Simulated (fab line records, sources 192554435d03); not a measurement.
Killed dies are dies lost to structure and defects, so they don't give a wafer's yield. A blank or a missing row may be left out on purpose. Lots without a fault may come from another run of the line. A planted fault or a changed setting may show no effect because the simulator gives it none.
fab line records | flow n5_finfet
record lots=5 wafers=15 last_day=17
route steps=1938 shown DUMMY_GATE@241 SPACER0@258 SD_EPI_N@262 PASSIVATION@1936
lots that met no fault: from a run of the same line without faults
start_h: hours from the record's first day to the start of the lot's first wafer shown | wait_h: hours since the lot's step before | " the same as in the row above | L1.1+2: a row that stands for several wafers | - no value, or no start given | * or withheld: withheld | < > ~ a bound
route shown NAME@n: a module of which the file shows steps, and the number in the route of the first | usual: mean/standard deviation of fault-free wafers | same: alike in all rows | chamber/n: place in a boat | sites: the reading at each site | _std_site: their standard deviation | _edge_site: outer sites' mean less inner sites' | radius_mm: how far each site lies from the wafer's centre | mask NAME#n: copy n | behind: the tool/chamber that last shaped the wafer | hold: why the lot was held/for how many hours/how that ended | device: the transistor (n, p or np) that didn't switch | end of line: the same wafers' tests at the end of the route | a step without rows: its recipe alone | killed: dies lost to structure and defects at the first sort, not the wafer's yield | map: a wafer's dies, x killed, . not, _ none there
set.NAME: the setting as run; set.NAME@STEP: as run at that earlier step | model.NAME: the simulator's own value behind a step, which no gauge read
lots at some steps of the route; a table a step, a row a wafer
## steps
# step N5_DUMMY_GATE_STRIP_40
# recipe chemistry=CF4 resist=SiARC power_w=300 bias_power_w=75 pressure_mtorr=50 cf4_flow_sccm=150 rf_frequency_hz=6e+07
# step N5_DUMMY_GATE_ETCH_31
# recipe chemistry=C4F6/O2 target=SiO2 mask_material=SOC target_depth_a=825 time_s=27.5 ion_energy_ev=250 pressure_mtorr=30 source_w=345 bias_w=185 Ar_flow_sccm=300 C4F6_flow_sccm=10 O2_flow_sccm=10
# step N5_DUMMY_GATE_STRIP_41
# recipe chemistry=O2 power_w=400 temp_c=40 pressure_mtorr=30 rf_frequency_hz=6e+07 bias_power_w=0 overash_fraction=0.3 o2_flow_sccm=225
# step N5_DUMMY_GATE_HM_OPEN_21
# recipe chemistry=CH3F/O2 target=SiNx target_depth_a=1200 Ar_flow_sccm=150 CH3F_flow_sccm=30 O2_flow_sccm=23 time_s=171.4 pressure_mtorr=30 source_w=395 bias_w=73 ion_energy_ev=120.7
# step N5_DUMMY_GATE_ETCH_32
# recipe chemistry=CF4 target=SiO2 target_depth_a=35 time_s=3.9 ion_energy_ev=350 pressure_mtorr=10 icp_w=800 bias_w=400 cf4_flow_sccm=80
# step N5_DUMMY_GATE_ETCH_23
# recipe chemistry=HBr/Cl2/O2 HBr_flow_sccm=150 Cl2_flow_sccm=80 O2_flow_sccm=12 bias_w=102 target_depth_a=410 time_s=22.3 target=poly-Si mask_material=SiO2 pressure_mtorr=10 icp_w=800
# step N5_DUMMY_GATE_ETCH_44
# recipe chemistry=HBr/O2 over_etch_frac=0.7 target_depth_a=1275 stop_on=SiO2 ion_energy_ev=60 bias_w=20 target=poly-Si mask_material=SiO2 pressure_mtorr=20 icp_w=400 HBr_flow_sccm=120 O2_flow_sccm=10
# step N5_DUMMY_GATE_ETCH_42
# recipe chemistry=CHF3/O2 target=SiO2 target_depth_a=35 time_s=31 ion_energy_ev=30 bias_w=12 pressure_mtorr=30 source_w=600 Ar_flow_sccm=200 CHF3_flow_sccm=50 O2_flow_sccm=5
# step N5_DUMMY_GATE_STRIP_48
# recipe chemistry=N2/H2 time_s=20 power_w=100 temp_c=40 pressure_mtorr=100 rf_frequency_hz=6e+07 bias_power_w=3 n2_flow_sccm=300 h2_flow_sccm=300
# step N5_DUMMY_GATE_PRECLEAN_33
# recipe chemistry=dHF time_s=10 dilution=750:1 temp_c=25
# step N5_DUMMY_GATE_PRECLEAN_25
# recipe chemistry=O3/DIW time_s=45 temp_c=22 o3_ppm=10
# columns lot.wafer tool chamber start_h wait_h
L485.3+4+5 wet_bench-02 0,2,3 96.33 0.0
L495.1+3+5 wet_bench-06 4,7,2 158.25 0.0
L496.2+3+5 wet_bench-02 7,1,0 164.05 0.0
L497.3+4+5 wet_bench-02 5,0,2 167.78 0.0
L498.1+2+4 wet_bench-02 7,4,2 175.19 0.0
# step N5_DUMMY_GATE_PRECLEAN_51
# recipe chemistry=SC2 time_s=45 temp_c=35 mix=1:1:50
# step N5_DUMMY_GATE_SRD_26
# recipe dry=ipa_marangoni time_s=30 temp_c=23 rinse_liquid=diw
# step N5_DUMMY_GATE_UV_OZONE_45
# recipe time_s=120 pressure_torr=760 temp_c=25
# step N5_DUMMY_GATE_INSPECT_27
# recipe inspect_instrument=brightfield mode=aei
# usual raw_defect_count=297/69
# columns lot.wafer tool chamber start_h wait_h raw_defect_count
L485.3 defect_inspect-01 - 96.43 0.0 364
L485.4 " - " " 316
L485.5 " - " " 228
L495.1 defect_inspect-01 - 158.35 0.0 385
L495.3 " - " " 263
L495.5 " - " " 326
L496.2 defect_inspect-01 - 164.15 0.0 1634
L496.3 " - " " 1730
L496.5 " - " " 1758
L497.3 defect_inspect-01 - 167.88 0.0 1737
L497.4 " - " " 1696
L497.5 " - " " 1550
L498.1 defect_inspect-01 - 175.29 0.0 1704
L498.2 " - " " 1902
L498.4 " - " " 1632
# step N5_SPACER0_ALD_07
# recipe material=SiNx target_thk_a=20 temp_c=400 ald_precursor_family=SiH2I2 ald_co_reactant=N2/H2-plasma pressure_torr=2
# step N5_SPACER0_ALD_00
# recipe material=SiOCN target_thk_a=35 temp_c=400 ald_precursor_family=alkyl-aminosilane ald_co_reactant=O2/N2-plasma pulse_time_s=3 purge_time_s=2 co_reactant_purge_time_s=2 ald_cycles=58 pressure_torr=2
# step N5_SPACER0_ALD_08
# recipe material=SiNx target_thk_a=20 temp_c=400 ald_precursor_family=SiH2I2 ald_co_reactant=N2/H2-plasma pressure_torr=2
# step N5_SPACER0_INSPECT_04
# recipe inspect_instrument=darkfield mode=post_dep
# usual raw_defect_count=140/35
# columns lot.wafer tool chamber start_h wait_h raw_defect_count
L485.3 defect_inspect-01 - 97.03 0.1 140
L485.4 " - " " 162
L485.5 " - " " 108
L495.1 defect_inspect-01 - 158.95 0.1 136
L495.3 " - " " 132
L495.5 " - " " 138
L496.2 defect_inspect-02 - 164.75 0.1 1478
L496.3 " - " " 1538
L496.5 " - " " 1577
L497.3 defect_inspect-01 - 168.49 0.1 1634
L497.4 " - " " 1568
L497.5 " - " " 1426
L498.1 defect_inspect-02 - 175.90 0.1 1513
L498.2 " - " " 1635
L498.4 " - " " 1503
# step N5_SD_EPI_N_COAT_32
# recipe resist=SOC temp_c=250 time_s=60 spin_rpm=1500 resist_thk_nm=350
# step N5_SD_EPI_N_COAT_33
# recipe resist=SiARC temp_c=220 time_s=60 spin_rpm=1500 resist_thk_nm=35
# step N5_SD_EPI_N_COAT_03
# recipe resist=CAR-ArF-block spin_rpm=1500 resist_thk_nm=150
# step N5_SD_EPI_N_EBR_05
# recipe solvent=PGMEA ebr_width_mm=1.5
# step N5_SD_EPI_N_SOFTBAKE_04
# recipe temp_c=110 time_s=60 resist=CAR-ArF-block
# step N5_SD_EPI_N_EXPOSE_06
# recipe mask_id=SD_N_BLK na=1.35 source_shape=conventional sigma_outer=0.8 polarization=unpolarized target_cd_nm=120 dose_mj=39.75
# step N5_SD_EPI_N_PEB_07
# recipe peb_temp_c=110 peb_time_s=60 resist=CAR-ArF-block
# step N5_SD_EPI_N_DEVELOP_08
# recipe develop_time_s=30 developer=TMAH resist=CAR-ArF-block dev_temp_c=23 rinse_liquid=diw dry=air_spin
# step N5_SD_EPI_N_INSPECT_11
# recipe mode=adi inspect_instrument=macro
# usual raw_defect_count=2.1/1.3
# columns lot.wafer tool chamber start_h wait_h raw_defect_count
L485.3 defect_inspect-02 - 97.51 0.0 6
L485.4 " - " " 1
L485.5 " - " " 1
L495.1 defect_inspect-01 - 159.40 0.0 2
L495.3 " - " " 3
L495.5 " - " " 4
L496.2 defect_inspect-01 - 165.20 0.0 >300
L496.3 " - " " >300
L496.5 " - " " >300
L497.3 defect_inspect-02 - 168.94 0.0 >300
L497.4 " - " " >300
L497.5 " - " " >300
L498.1 defect_inspect-01 - 176.35 0.0 >300
L498.2 " - " " >300
L498.4 " - " " >300
# step N5_SD_EPI_N_DESCUM_14
# recipe chemistry=O2 time_s=7.9 source_power_w=50 bias_power_w=20 pressure_mtorr=20 rf_frequency_hz=2.712e+07 temp_c=40 resist=CAR-ArF-block o2_flow_sccm=225
# step N5_SD_EPI_N_ETCH_34
# recipe chemistry=CF4 target=SiARC target_depth_a=455 mask_material=CAR-ArF-block time_s=75.8 ion_energy_ev=80 pressure_mtorr=40 source_w=545 bias_w=36 Ar_flow_sccm=100 cf4_flow_sccm=100 ends=cleared
# step N5_SD_EPI_N_ETCH_35
# recipe chemistry=N2/H2 target=SOC overetch_a=1080 mask_material=SiARC temp_c=40 ion_energy_ev=100 source_w=3000 bias_w=133 pressure_mtorr=20 time_s=486 n2_flow_sccm=200 h2_flow_sccm=200
# step N5_SD_EPI_N_STRIP_36
# recipe chemistry=N2/H2 temp_c=40 n2_flow_sccm=200 h2_flow_sccm=200 rf_frequency_hz=6e+07
# step N5_SD_EPI_N_ETCHBACK_44
# recipe chemistry=CH3F/O2 mode=anisotropic_etchback target=SiNx target_depth_a=145 stop_on=SiO2 over_etch_frac=0.3 ion_energy_ev=120 pressure_mtorr=30 source_w=395 bias_w=73 Ar_flow_sccm=150 CH3F_flow_sccm=30 O2_flow_sccm=20
# step N5_SD_EPI_N_ETCH_45
# recipe chemistry=CH3F/O2 target=SiOCN target_depth_a=60 mask_material=SOC ion_energy_ev=60 bias_w=29 pressure_mtorr=15 source_w=410 Ar_flow_sccm=150 CH3F_flow_sccm=30 O2_flow_sccm=20
# step N5_SD_EPI_N_ETCH_16
# recipe chemistry=CHF3/O2 target=SiO2 target_depth_a=50 mask_material=SOC pressure_mtorr=30 source_w=650 bias_w=170 Ar_flow_sccm=200 CHF3_flow_sccm=50 O2_flow_sccm=5 ion_energy_ev=200
# step N5_SD_EPI_N_STRIP_47
# recipe chemistry=CHF3/O2 resist=SiARC rf_frequency_hz=6e+07
# step N5_SD_EPI_N_SD_RECESS_17
# recipe chemistry=HBr/Cl2/O2 target_depth_a=410 mask_material=SOC time_s=23.7 bt_time_s=3 pressure_mtorr=10 icp_w=800 bias_w=112 HBr_flow_sccm=150 Cl2_flow_sccm=80 O2_flow_sccm=12
# step N5_SD_EPI_N_STRIP_38
# recipe chemistry=N2/H2 power_w=1000 temp_c=250 h2_frac=0.65 overash_fraction=0.3 pressure_mtorr=withheld n2_flow_sccm=1750 h2_flow_sccm=3250
# step N5_SD_EPI_N_INSPECT_26
# recipe inspect_instrument=darkfield mode=post_epi
# usual raw_defect_count=208/44
# columns lot.wafer tool chamber start_h wait_h raw_defect_count
L485.3 defect_inspect-01 - 102.58 0.1 247
L485.4 " - " " 256
L485.5 " - " " 184
L495.1 defect_inspect-02 - 163.86 0.1 190
L495.3 " - " " 198
L495.5 " - " " 184
L496.2 defect_inspect-02 - 169.94 0.1 1540
L496.3 " - " " 1599
L496.5 " - " " 1664
L497.3 defect_inspect-01 - 172.94 0.1 1717
L497.4 " - " " 1675
L497.5 " - " " 1482
L498.1 defect_inspect-02 - 182.48 0.1 1594
L498.2 " - " " 1709
L498.4 " - " " 1571
# step N5_PASSIVATION_PROBE_49
# usual killed_at_M0_to_M3=34/11 killed_at_M4_up=14/5.7 killed_at_contacts=14/6.9 killed_at_front_end=40/11 killed_at_other=4/3.1 killed_dies=105/17 killed_on_rim=14/4.1 killed_open=70/13 killed_short=34/7.6
# same gross_dies=1180 killed_at_back_side=0
# columns lot.wafer tool chamber start_h wait_h killed_at_M0_to_M3 killed_at_M4_up killed_at_contacts killed_at_front_end killed_at_other killed_dies killed_on_rim killed_open killed_short
L485.3 prober-02 - 330.45 0.1 27 8 24 67 5 131 21 91 39
L485.4 prober-02 - 330.50 0.2 24 13 14 52 2 105 12 68 37
L485.5 prober-02 - 330.55 0.2 29 13 11 37 6 96 14 56 38
L495.1 prober-02 - 378.85 0.0 23 27 5 46 0 101 10 74 26
L495.3 prober-02 - 378.95 0.1 33 30 21 46 1 131 16 97 32
L495.5 prober-02 - 379.05 0.2 22 13 8 70 5 118 21 89 29
L496.2 prober-01 - 403.32 0.1 21 9 15 193 0 238 11 52 36
L496.3 prober-01 - 403.37 0.1 23 15 7 148 1 194 24 51 22
L496.5 prober-01 - 403.47 0.2 20 12 24 196 4 256 21 66 35
L497.3 prober-02 - 409.73 0.1 77 11 8 106 5 207 42 86 42
L497.4 prober-02 - 409.78 0.2 40 10 3 183 1 237 18 46 32
L497.5 prober-02 - 409.83 0.2 61 10 3 195 9 278 32 72 46
L498.1 prober-01 - 410.97 0.0 23 22 24 194 2 265 10 71 35
L498.2 prober-01 - 411.02 0.1 35 19 16 145 2 217 26 74 24
L498.4 prober-01 - 411.12 0.2 23 16 13 194 5 251 24 74 28
# killed by level:class
L485.3 STI_FIN_REVEAL:geometric_particle:open=22 MOL_CONTACT_COAG:geometric_particle:open=20 FIN_SAQP:geometric_particle:short=13 FIN_SAQP:geometric_particle:open=12 BEOL_M0_SAQP:geometric_particle:open=7 BEOL_M0_SAQP:geometric_particle:short=5 BEOL_M2:geometric_particle:open=5 BEOL_M3:geometric_particle:open=5
L485.4 MOL_CONTACT_COAG:geometric_particle:open=13 FIN_SAQP:geometric_particle:short=10 BEOL_M2:geometric_particle:open=8 STI_FIN_REVEAL:geometric_particle:open=7 BEOL_M0_SAQP:geometric_particle:open=7 STARTING-WAFER:geometric_particle:open=6 FIN_SAQP:geometric_particle:open=5 GATE_CUT:geometric_particle:short=4
L485.5 FIN_SAQP:geometric_particle:short=13 BEOL_M0_SAQP:geometric_particle:short=9 MOL_CONTACT_COAG:geometric_particle:open=8 FIN_SAQP:geometric_particle:open=7 STI_FIN_REVEAL:geometric_particle:open=7 BEOL_M0_SAQP:geometric_particle:open=5 BEOL_M2:geometric_particle:open=5 BEOL_M4:geometric_particle:open=5
L495.1 BEOL_M4:geometric_particle:open=14 DUMMY_GATE:geometric_particle:open=9 FIN_SAQP:geometric_particle:open=8 STI_FIN_REVEAL:geometric_particle:open=8 BEOL_M0_SAQP:geometric_particle:open=7 BEOL_M3:geometric_particle:open=7 FIN_SAQP:geometric_particle:short=6 BEOL_M0_SAQP:geometric_particle:short=5
L495.3 MOL_CONTACT_COAG:geometric_particle:open=17 BEOL_M4:geometric_particle:open=15 BEOL_M3:geometric_particle:open=10 FIN_SAQP:geometric_particle:open=9 DUMMY_GATE:geometric_particle:open=9 BEOL_M0_SAQP:geometric_particle:short=9 STI_FIN_REVEAL:geometric_particle:open=6 STARTING-WAFER:geometric_particle:open=5
L495.5 FIN_SAQP:geometric_particle:open=18 STI_FIN_REVEAL:geometric_particle:open=18 BEOL_M0_SAQP:geometric_particle:open=12 FIN_SAQP:geometric_particle:short=9 BEOL_M4:geometric_particle:open=9 DUMMY_GATE:geometric_particle:open=8 MOL_CONTACT_COAG:geometric_particle:open=7 ILD0:geometric_particle:open=4
L496.2 DUMMY_GATE:unspecified=149 STI_FIN_REVEAL:geometric_particle:open=12 MOL_CONTACT_COAG:geometric_particle:open=12 FIN_SAQP:geometric_particle:short=9 BEOL_M0_SAQP:geometric_particle:short=6 FIN_SAQP:geometric_particle:open=5 STARTING-WAFER:geometric_particle:short=5 BEOL_M4:geometric_particle:open=4
L496.3 DUMMY_GATE:unspecified=118 BEOL_M4:geometric_particle:open=9 FIN_SAQP:geometric_particle:open=8 BEOL_M0_SAQP:geometric_particle:short=8 STI_FIN_REVEAL:geometric_particle:open=6 BEOL_M0_SAQP:geometric_particle:open=5 MOL_CONTACT_COAG:geometric_particle:open=4 BEOL_M2:geometric_particle:open=4
L496.5 DUMMY_GATE:unspecified=155 MOL_CONTACT_COAG:geometric_particle:open=19 FIN_SAQP:geometric_particle:open=8 STI_FIN_REVEAL:geometric_particle:open=7 BEOL_M3:geometric_particle:open=7 GATE_CUT:geometric_particle:short=6 FIN_SAQP:geometric_particle:short=5 BEOL_M2:geometric_particle:open=5
L497.3 DUMMY_GATE:unspecified=78 BEOL_M0_SAQP:geometric_particle:open=23 BEOL_M0_SAQP:geometric_particle:short=20 BEOL_M1:geometric_particle:open=12 BEOL_M3:geometric_particle:open=10 BEOL_M2:geometric_particle:open=8 MOL_CONTACT_COAG:geometric_particle:open=6 STI_FIN_REVEAL:geometric_particle:open=5
L497.4 DUMMY_GATE:unspecified=157 BEOL_M0_SAQP:geometric_particle:short=11 BEOL_M1:geometric_particle:open=11 BEOL_M0_SAQP:geometric_particle:open=9 STI_FIN_REVEAL:geometric_particle:open=5 MOL_CONTACT_COAG:geometric_particle:open=3 BEOL_M0:geometric_particle:open=3 BEOL_M1:geometric_particle:short=3
L497.5 DUMMY_GATE:unspecified=159 BEOL_M1:geometric_particle:open=18 BEOL_M0_SAQP:geometric_particle:short=15 STI_FIN_REVEAL:geometric_particle:open=11 BEOL_M0_SAQP:geometric_particle:open=9 BEOL_M2:geometric_particle:open=9 FIN_SAQP:geometric_particle:short=6 STI_FIN_REVEAL:geometric_particle:short=5
L498.1 DUMMY_GATE:unspecified=158 MOL_CONTACT_COAG:geometric_particle:open=17 STI_FIN_REVEAL:geometric_particle:open=11 BEOL_M4:geometric_particle:open=8 MOL_CONTACT_COAG:geometric_particle:short=7 BEOL_M4:geometric_particle:short=6 DUMMY_GATE:geometric_particle:open=5 BEOL_M0_SAQP:geometric_particle:short=5
L498.2 DUMMY_GATE:unspecified=117 MOL_CONTACT_COAG:geometric_particle:open=15 BEOL_M4:geometric_particle:open=12 BEOL_M0_SAQP:geometric_particle:open=10 STI_FIN_REVEAL:geometric_particle:open=9 BEOL_M1:geometric_particle:open=7 BEOL_M0_SAQP:geometric_particle:short=6 BEOL_M2:geometric_particle:open=6
L498.4 DUMMY_GATE:unspecified=148 STI_FIN_REVEAL:geometric_particle:open=26 MOL_CONTACT_COAG:geometric_particle:open=11 BEOL_M0_SAQP:geometric_particle:short=7 BEOL_M4:geometric_particle:open=7 BEOL_M0_SAQP:geometric_particle:open=6 STI_FIN_REVEAL:geometric_particle:short=5 GATE_CUT:geometric_particle:short=4
# map L496.5 (x killed, . not)
_________________..xxxxx.xx..________________
______________...xxxxxxxxxxx...._____________
___________.x...x.xxxxxxxxxx.xx.x..__________
__________..x..x.xxxxxxxxxxxxx.x...._________
________.......xxxxxxxxxxxxxxxxx......_______
_______.........xxxxxxxxxxxxxxx........______
______...........xxxxxxxxxxxxx.........._____
_____..........x.xxxxxxxxxxxxxxx.x......x____
____............xxxxxxxxxxxxx.x.........x.___
___...xx....x..x.xxxxxxxxxxxxx.............__
___..........xx.x.x.xxxxxxxx.x....x........__
__................x.xxxxxxxxx.....x........._
__......x........x.x.x...x.................._
_.....x..x.x...........x...................x.
_.........xx....x...............x.xx.........
_.............xx........x....x......x........
_....x...............x...x.......x...........
_.........x..................................
_...x.......x.............x..........x.x.....
_.x..........................x...x.....x.....
_x.x..............................x....x.x...
__x................xx..............x........_
__..........x..............x....x........xx._
___........x..................x..........x.__
___.....x..x......x..x.....................__
____..........................x.x.......x.___
_____........x..xx...............x..xxx..____
______......................xx..x......._____
_______....x......x.x....x.......x..x..______
________...x...x......................_______
__________xx........x............x.x_________
___________......x..x..............__________
______________.....x..x......x.._____________
_________________............________________
# map L497.5 (x killed, . not)
_________________.x.........x________________
______________..x..............._____________
___________.......x.......x........__________
__________....x.........x..........._________
________..x............x........x....._______
_______....x...x......x....xx...x......______
______......x.x.xx...........x.x.......x_____
_____.......x..x.............x....x......____
____...x......x....x.......x......xx.....x___
___..........x........x.x.x...x...........x__
___..........................xx............__
__x......x................x..x.............x_
__......................x...x..............._
_..................x....x....................
_x................x...........x.....x........
_...............x......x...............x.....
_......x.x.........................x........x
_..................x.......x.....x.....x.....
_x..........x............x........x...x..x..x
_............x.x......x..x.......x..........x
_.........x.x.x..........x....xx.....x....x.x
__...............x..x....xxxx........x......_
__...........xx.........xxxxxxxxx..........._
___................x..xxxxxxxxxxx.......x..__
___x..xx.x.........xx.xxxxxxxxxxxxx...x....__
____...x......x...x..xxxxxxxxxxxxxx....x..___
_____......x....x...xxxxxxxxxxxxxx..x..x.____
______...x.........xxxxxxxxxxxxxxxxxx..x_____
_______x..x.x..x.x.xxxxxxxxxxxxxxxx...x______
________....x.......xxxxxxxxxxxxxxxx.._______
__________...xx....xxxxxxxxxxxxxxxx._________
___________.......x..x.xxxxxxxxxxx.__________
______________......xx.xxx.xxx.x_____________
_________________.......xxx.x________________
## key
first_sign step=N5_DUMMY_GATE_INSPECT_27 reading=raw_defect_count direction=up sigmas=20 usual=297 struck=1705
effect step=N5_SPACER0_INSPECT_04 reading=raw_defect_count direction=up sigmas=40 usual=140 struck=1541
effect step=N5_SD_EPI_N_INSPECT_11 reading=raw_defect_count direction=up sigmas=99+ usual=2.1 struck=>300
effect step=N5_SD_EPI_N_INSPECT_26 reading=raw_defect_count direction=up sigmas=32 usual=208 struck=1617
effect step=N5_PASSIVATION_PROBE_49 reading=killed_at_front_end direction=up sigmas=12 usual=40 struck=173
more_kills_born_at N5_DUMMY_GATE_PRECLEAN_25@wet_bench-02=1239
met_at N5_DUMMY_GATE_PRECLEAN_25
struck_wafers L496.2,L496.3,L496.5,L497.3,L497.4,L497.5,L498.1,L498.2,L498.4
tester_left_out L496,L497,L498
onset_between 96.33 164.05
also_fits time
fault kind=chamber_particle_source tool=wet_bench-02 chamber=- onset_h=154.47 steps=N5_DUMMY_GATE_PRECLEAN_25 rate_per_visit_cm2=2.1648 end_h=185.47
# tester_left_out: of these lots the tester's yield and bins aren't shown, on N5 and GAA mostly nor the transistor test; their killed dies are dies lost to structure and defects alone, not to doping, threshold or leakage, so they don't give the yield
